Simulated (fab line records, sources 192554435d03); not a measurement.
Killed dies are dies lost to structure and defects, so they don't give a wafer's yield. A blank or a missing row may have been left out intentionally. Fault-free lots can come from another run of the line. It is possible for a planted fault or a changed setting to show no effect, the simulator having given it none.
Matching of chambers || flow n5-finfet || 4 sister chambers for N5_BEOL_M8_ALD_77 on ald-metal-04
The step deposits TaN, target thk 2 nm, pulse time 2 s, purge time 3 s. 18 wafers are shown with their chamber, then 9 later ones without.

EACH WAFER AND ITS CHAMBER
{"wafer": "L075.3", "chamber": 2, "heater-power-w (W)": 403, "heater-power-outer-w (W)": 222, "mfc-carrier-sccm (sccm)": 1499}
{"wafer": "L075.5", "chamber": 1, "heater-power-w (W)": 414, "heater-power-outer-w (W)": 229, "mfc-carrier-sccm (sccm)": 1503}
{"wafer": "L075.6", "chamber": 0, "heater-power-w (W)": 362, "heater-power-outer-w (W)": 207, "mfc-carrier-sccm (sccm)": 1508}
{"wafer": "L078.1", "chamber": 3, "heater-power-w (W)": 354, "heater-power-outer-w (W)": 204, "mfc-carrier-sccm (sccm)": 1503}
{"wafer": "L078.3", "chamber": 1, "heater-power-w (W)": 414, "heater-power-outer-w (W)": 227, "mfc-carrier-sccm (sccm)": 1492}
{"wafer": "L078.6", "chamber": 3, "heater-power-w (W)": 351, "heater-power-outer-w (W)": 205, "mfc-carrier-sccm (sccm)": 1497}
{"wafer": "L083.4", "chamber": 0, "heater-power-w (W)": 363, "heater-power-outer-w (W)": 204, "mfc-carrier-sccm (sccm)": 1499}
{"wafer": "L083.5", "chamber": 1, "heater-power-w (W)": 418, "heater-power-outer-w (W)": 223, "mfc-carrier-sccm (sccm)": 1492}
{"wafer": "L083.6", "chamber": 2, "heater-power-w (W)": 399, "heater-power-outer-w (W)": 230, "mfc-carrier-sccm (sccm)": 1504}
{"wafer": "L090.1", "chamber": 1, "heater-power-w (W)": 418, "heater-power-outer-w (W)": 227, "mfc-carrier-sccm (sccm)": 1497}
{"wafer": "L090.4", "chamber": 2, "heater-power-w (W)": 400, "heater-power-outer-w (W)": 227, "mfc-carrier-sccm (sccm)": 1504}
{"wafer": "L090.6", "chamber": 3, "heater-power-w (W)": 361, "heater-power-outer-w (W)": 206, "mfc-carrier-sccm (sccm)": 1501}
{"wafer": "L091.1", "chamber": 2, "heater-power-w (W)": 420, "heater-power-outer-w (W)": 225, "mfc-carrier-sccm (sccm)": 1500}
{"wafer": "L091.3", "chamber": 1, "heater-power-w (W)": 403, "heater-power-outer-w (W)": 230, "mfc-carrier-sccm (sccm)": 1498}
{"wafer": "L091.4", "chamber": 0, "heater-power-w (W)": 360, "heater-power-outer-w (W)": 197, "mfc-carrier-sccm (sccm)": 1510}
{"wafer": "L089.1", "chamber": 0, "heater-power-w (W)": 363, "heater-power-outer-w (W)": 199, "mfc-carrier-sccm (sccm)": 1501}
{"wafer": "L089.4", "chamber": 2, "heater-power-w (W)": 406, "heater-power-outer-w (W)": 222, "mfc-carrier-sccm (sccm)": 1498}
{"wafer": "L089.6", "chamber": 3, "heater-power-w (W)": 352, "heater-power-outer-w (W)": 203, "mfc-carrier-sccm (sccm)": 1496}

SIGNATURES (averages over the wafers above)
{"reading": "heater-power-w", "chamber 0": 362.00, "chamber 1": 413.40, "chamber 2": 405.60, "chamber 3": 354.50, "scatter within a chamber": 6.02}
{"reading": "heater-power-outer-w", "chamber 0": 201.75, "chamber 1": 227.20, "chamber 2": 225.20, "chamber 3": 204.50, "scatter within a chamber": 3.2}
{"reading": "mfc-carrier-sccm", "chamber 0": 1504.50, "chamber 1": 1496.40, "chamber 2": 1501.00, "chamber 3": 1499.25, "scatter within a chamber": 4.1}
Rule: a wafer lies at a distance from a chamber equal to the root of the sum of squares, over the readings, of (its reading less the chamber's mean, divided by the reading's scatter). The wafer belongs to the nearest chamber; if the next one is less than 2 further off, it can't be placed. The scatter: the root of (the sum of the squares of (reading less its chamber's mean) over the shown wafers, divided by (wafers less chambers)).

WAFERS WITHOUT THEIR CHAMBER
{"wafer": "L094.2", "heater-power-w (W)": 353, "heater-power-outer-w (W)": 202, "mfc-carrier-sccm (sccm)": 1503}
{"wafer": "L094.3", "heater-power-w (W)": 413, "heater-power-outer-w (W)": 230, "mfc-carrier-sccm (sccm)": 1500}
{"wafer": "L094.5", "heater-power-w (W)": 401, "heater-power-outer-w (W)": 220, "mfc-carrier-sccm (sccm)": 1504}
{"wafer": "L096.2", "heater-power-w (W)": 360, "heater-power-outer-w (W)": 201, "mfc-carrier-sccm (sccm)": 1495}
{"wafer": "L096.3", "heater-power-w (W)": 360, "heater-power-outer-w (W)": 204, "mfc-carrier-sccm (sccm)": 1496}
{"wafer": "L096.4", "heater-power-w (W)": 409, "heater-power-outer-w (W)": 219, "mfc-carrier-sccm (sccm)": 1498}
{"wafer": "L097.2", "heater-power-w (W)": 401, "heater-power-outer-w (W)": 229, "mfc-carrier-sccm (sccm)": 1495}
{"wafer": "L097.3", "heater-power-w (W)": 352, "heater-power-outer-w (W)": 207, "mfc-carrier-sccm (sccm)": 1498}
{"wafer": "L097.6", "heater-power-w (W)": 411, "heater-power-outer-w (W)": 228, "mfc-carrier-sccm (sccm)": 1499}

CHAMBER TAKEN BY EACH
{"wafer": "L094.2", "from the rows above": "can't be placed: 3 or 0", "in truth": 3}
{"wafer": "L094.3", "from the rows above": "can't be placed: 1 or 2", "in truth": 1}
{"wafer": "L094.5", "from the rows above": "can't be placed: 2 or 1", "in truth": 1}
{"wafer": "L096.2", "from the rows above": "can't be placed: 3 or 0", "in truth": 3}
{"wafer": "L096.3", "from the rows above": "can't be placed: 3 or 0", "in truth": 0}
{"wafer": "L096.4", "from the rows above": "can't be placed: 2 or 1", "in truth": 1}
{"wafer": "L097.2", "from the rows above": "can't be placed: 2 or 1", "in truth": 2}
{"wafer": "L097.3", "from the rows above": "can't be placed: 3 or 0", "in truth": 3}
{"wafer": "L097.6", "from the rows above": "can't be placed: 1 or 2", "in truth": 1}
0 of 9 placed correctly. Cannot be placed on the basis of these rows: 9; the candidates contain the true chamber in 9. Wrongly placed: 0.
